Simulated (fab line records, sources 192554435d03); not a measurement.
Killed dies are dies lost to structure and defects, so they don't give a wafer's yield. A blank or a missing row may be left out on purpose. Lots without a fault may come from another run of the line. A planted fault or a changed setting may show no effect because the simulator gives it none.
Chamber matching | flow n5_finfet | N5_BEOL_M6_STRIP_19 on rie_diel-01: 4 sister chambers
The step strips in O2. 4 wafers are shown with their chamber, then 8 later ones without.

WAFERS WITH THEIR CHAMBER
wafer  | chamber | showerhead_plenum_p_Torr (Torr)
L077.1 | 1       | 2.04
L088.1 | 2       | 2.01
L088.6 | 0       | 2.14
L092.1 | 3       | 2.04

WAFERS WITHOUT THEIR CHAMBER
wafer  | showerhead_plenum_p_Torr (Torr)
L092.2 | 2.01
L092.6 | 2.04
L097.1 | 2.00
L097.2 | 2.02
L097.3 | 2.03
L097.4 | 2.14
L097.5 | 2.03
L097.6 | 2.00

WHICH CHAMBER EACH WENT THROUGH
wafer  | from the rows above          | in truth
L092.2 | 2                            | 2
L092.6 | can't be placed: 1 or 3      | 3
L097.1 | 2                            | 2
L097.2 | can't be placed: 2 or 1 or 3 | 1
L097.3 | can't be placed: 1 or 3 or 2 | 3
L097.4 | 0                            | 0
L097.5 | can't be placed: 1 or 3 or 2 | 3
L097.6 | 2                            | 2
Placed correctly: 4 of 8. Can't be placed from these rows: 4 (the true chamber is among the candidates in 4). Placed wrongly: 0.
How it was worked out, from the rows above alone: a wafer's distance from a chamber is the root of the sum, over the readings, of the square of ((its reading less the chamber's mean) divided by the reading's scatter). The wafer belongs to the nearest chamber; if the next one is less than 2 further off, it can't be placed. A chamber's mean is the mean of its shown wafers. The scatter: with one shown wafer a chamber, the root of the mean of the squares of how far each hidden wafer lies from its nearest shown one.
